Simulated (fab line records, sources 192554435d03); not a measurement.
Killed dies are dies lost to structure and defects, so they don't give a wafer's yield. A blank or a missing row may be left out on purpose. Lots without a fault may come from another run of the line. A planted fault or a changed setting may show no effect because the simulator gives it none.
Chamber matching | flow n5_finfet | N5_SPACER0_ALD_07 on ald_sin-01: 4 sister chambers
The step deposits SiNx, target thk 2 nm. 4 wafers are shown with their chamber, then 12 later ones without.

WAFERS WITH THEIR CHAMBER
wafer  | chamber | heater_power_w (W)
L085.6 | 3       | 1158
L089.1 | 2       | 773
L089.3 | 1       | 747
L089.4 | 0       | 747

WAFERS WITHOUT THEIR CHAMBER
wafer  | heater_power_w (W)
L090.1 | 1171
L090.2 | 757
L090.6 | 1161
L091.1 | 767
L091.2 | 1190
L091.3 | 738
L093.1 | 765
L093.2 | 759
L093.6 | 742
L095.2 | 719
L095.3 | 1149
L095.5 | 1201

WHICH CHAMBER EACH WENT THROUGH
wafer  | from the rows above          | in truth
L090.1 | 3                            | 3
L090.2 | can't be placed: 0 or 1 or 2 | 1
L090.6 | 3                            | 3
L091.1 | can't be placed: 2 or 0 or 1 | 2
L091.2 | 3                            | 3
L091.3 | can't be placed: 0 or 1 or 2 | 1
L093.1 | can't be placed: 2 or 0 or 1 | 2
L093.2 | can't be placed: 0 or 1 or 2 | 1
L093.6 | can't be placed: 0 or 1 or 2 | 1
L095.2 | can't be placed: 0 or 1 or 2 | 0
L095.3 | 3                            | 3
L095.5 | 3                            | 3
Placed correctly: 5 of 12. Can't be placed from these rows: 7 (the true chamber is among the candidates in 7). Placed wrongly: 0.
How it was worked out, from the rows above alone: a wafer's distance from a chamber is the root of the sum, over the readings, of the square of ((its reading less the chamber's mean) divided by the reading's scatter). The wafer belongs to the nearest chamber; if the next one is less than 2 further off, it can't be placed. A chamber's mean is the mean of its shown wafers. The scatter: with one shown wafer a chamber, the root of the mean of the squares of how far each hidden wafer lies from its nearest shown one.
